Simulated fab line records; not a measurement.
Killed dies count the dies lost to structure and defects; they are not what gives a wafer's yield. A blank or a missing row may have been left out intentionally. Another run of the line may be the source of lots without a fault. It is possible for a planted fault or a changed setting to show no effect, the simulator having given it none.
Chamber matching | flow nandHarc | aldMetal-04 running NHARC_P_CONTACT_ALD_22: 4 sister chambers
The step deposits TiN, target thk 3 nm, pulse time 1 s, ald cycles 150. 8 wafers are shown with their chamber, then 7 later ones without.

WAFERS, EACH WITH ITS CHAMBER
wafer  | chamber | heaterPowerW (W) | precursorPulseHeightRel
L259.1 | 2       | 1015             | 0.959
L261.2 | 1       | 1176             | 0.977
L261.3 | 0       | 1112             | 0.988
L264.3 | 3       | 844              | 1.025
L264.5 | 3       | 848              | 1.000
L264.6 | 2       | 1016             | 0.995
L269.1 | 0       | 1101             | 1.013
L269.3 | 1       | 1153             | 1.024

WAFERS WITHOUT THEIR CHAMBER
wafer  | heaterPowerW (W) | precursorPulseHeightRel
L269.4 | 875              | 0.970
L271.1 | 1067             | 0.954
L271.5 | 1167             | 0.994
L271.6 | 1014             | 1.004
L280.1 | 1036             | 1.004
L280.4 | 1230             | 1.005
L280.5 | 851              | 0.972

WHICH CHAMBER EACH ONE RAN IN
wafer  | from the rows above     | in truth
L269.4 | 3                       | 3
L271.1 | can't be placed: 0 or 2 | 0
L271.5 | 1                       | 1
L271.6 | 2                       | 2
L280.1 | 2                       | 2
L280.4 | 1                       | 1
L280.5 | 3                       | 3
Correctly placed: 6 of 7. Not placeable from these rows: 1 (in 1, the candidates include the true chamber). Placed wrongly: 0.
How it was worked out, from the rows above alone: a wafer's distance from a chamber is the root of the sum, over the readings, of the square of ((its reading less the chamber's mean) divided by the reading's scatter). The wafer belongs to the nearest chamber; if the next one is less than 2 further off, it can't be placed. Each chamber's mean is taken over the wafers shown for it. How the scatter is found: for the shown wafers, subtract from each reading the mean of its chamber, square and add these, divide the total by (wafers less chambers), then take the root.
